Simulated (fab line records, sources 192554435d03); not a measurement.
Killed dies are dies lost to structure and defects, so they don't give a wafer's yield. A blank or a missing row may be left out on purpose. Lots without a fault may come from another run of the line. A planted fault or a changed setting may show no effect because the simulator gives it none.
A struck lot beside a sound one | flow n5_finfet | 36 steps out of a route of 1938
Sound: wafers L259.1, L259.2, L259.4. Struck: wafers L256.1, L256.6. (L256.2 of the same lot was not struck and is left out.) The cause comes at the end.
At each step with rows: each side's tool, then ch and its chambers, then its first start. Under that, the readings that differ: sound wafers | struck wafers | difference of the means | sigmas: that difference in standard deviations of wafers without a fault.
alike: readings whose means differ by less than 2 such deviations, and words and numbers that are the same on both sides. not compared: withheld readings, readings that some wafer has no value for, bounds like >300 that may hide the same value, and numbers for which the record gives no deviation and whose values overlap.
The two part at a step that has a row with sigmas, a row that says differs or no value, or rows on one side only. Numbers that don't overlap but have no deviation are shown without sigmas and don't part them. A reading that every wafer of one side lacks parts them only if that side has two wafers or more.

first, 9 steps without rows for these wafers: N5_BEOL_M6_ALD_77 (deposits TaN, target thk 2 nm, pulse time 2 s, purge time 3 s); N5_BEOL_M6_SURFACE_TREAT_79; N5_BEOL_M6_CVD_78 (deposits Co from CCTBA/H2, target thk 2 nm, time 142.3 s); N5_BEOL_M6_SPUTTER_48 (material Cu, target thk 10 nm, time 1.667 s); N5_BEOL_M6_ECD_50 (material Cu, target thk 300 nm); N5_BEOL_M6_ANNEAL_51 (time 90 s); N5_BEOL_M6_CMP_52 (polishes, stops on SiCOH lowk, t overpolish 6.9 s, target thk 80 nm); N5_BEOL_M6_PRE_CLEAN_55 (time 15 s); N5_BEOL_M6_DEP_56 (deposits SiCN from 3MS/NH3, target thk 10 nm, time 17.5 s).
N5_BEOL_M7_ILD_DEP_00: deposits SiCOH lowk from DEMS/porogen, target thk 179.75 nm, time 33.4 s.
  sound on pecvd-04 ch 0,1, day 14 15:01; struck on pecvd-03 ch 0, day 13 15:01
  reading              | sound                | struck        | difference | sigmas
  susceptor_temp_C (C) | 299.99 300.01 300.14 | 303.62 303.51 | +3.52      | +18
  alike: heater_power_w, showerhead_plenum_p_Torr, throttle_valve_pct
  not compared: model.SiCOH_lowk_of_BEOL_M7_ILD_DEP_00.thk_nm
then, 24 steps without rows for these wafers: N5_BEOL_M7_CURE_74 (cures SiCOH lowk, time 240 s); N5_BEOL_M7_PECVD_70 (deposits SiO2 from TEOS/O2, target thk 20 nm, time 22.7 s); N5_BEOL_M7_HM_DEP_02 (deposits TiN, target thk 20 nm); N5_BEOL_M7_COAT_59 (time 60 s, resist thk 100 nm); N5_BEOL_M7_COAT_60 (time 60 s, resist thk 35 nm); N5_BEOL_M7_COAT_05 (resist thk 90 nm); N5_BEOL_M7_EBR_07; N5_BEOL_M7_SOFTBAKE_06 (time 60 s); N5_BEOL_M7_EXPOSE_08 (exposes mask M7); N5_BEOL_M7_PEB_09 (peb time 60 s); N5_BEOL_M7_DEVELOP_10 (develop time 30 s); N5_BEOL_M7_DESCUM_16 (chemistry O2, time 7.9 s); N5_BEOL_M7_ETCH_61 (etches SiARC in CF4, target depth 45.5 nm, time 75.8 s); N5_BEOL_M7_ETCH_62 (etches SOC in N2/H2, target depth 110 nm, overetch 22 nm, time 165 s); N5_BEOL_M7_STRIP_68 (strips in N2/H2); N5_BEOL_M7_STRIP_67 (strips in CF4); N5_BEOL_M7_HM_OPEN_17 (chemistry Cl2/BCl3, target TiN, target depth 20 nm, overetch 6 nm); N5_BEOL_M7_STRIP_19 (strips in O2); N5_BEOL_M7_COAT_63 (time 60 s, resist thk 60 nm); N5_BEOL_M7_COAT_64 (time 60 s, resist thk 12 nm); N5_BEOL_M7_COAT_71 (time 60 s, resist thk 5 nm); N5_BEOL_M7_COAT_22 (resist thk 30 nm); N5_BEOL_M7_EBR_24; N5_BEOL_M7_SOFTBAKE_23 (time 60 s).
N5_BEOL_M7_CMP_52: polishes, stops on SiCOH lowk, t overpolish 6.9 s, target thk 80 nm.
  sound on cmp-04 ch 1,2,3, day 14 23:23; struck on cmp-03 ch 1,3, day 13 23:34
  alike: barrier_field_endpoint_s, edge_zone_pressure_frac, motor_current_A, overpolish_run_s, time_to_endpoint_s
  not compared: model.SiCOH_lowk_of_BEOL_M7_ILD_DEP_00.thk_nm
-- the record jumps here: 3 days lie between the struck wafers' starts before and after (it left off in module BEOL_M7 and takes up again in module PASSIVATION, whose first step shown is number 1936 of the route) --
N5_PASSIVATION_PROBE_49:
  the record has rows for the struck wafers here (prober-02, day 17 05:40) and none for the sound ones

WHERE THEY PART
First at N5_BEOL_M7_ILD_DEP_00; last, within this record, at N5_PASSIVATION_PROBE_49.

WHY: what the simulator had put in
Process parameter drift: pecvd-03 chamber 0, from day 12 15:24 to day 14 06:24, at N5_BEOL_M7_ILD_DEP_00. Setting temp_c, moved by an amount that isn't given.
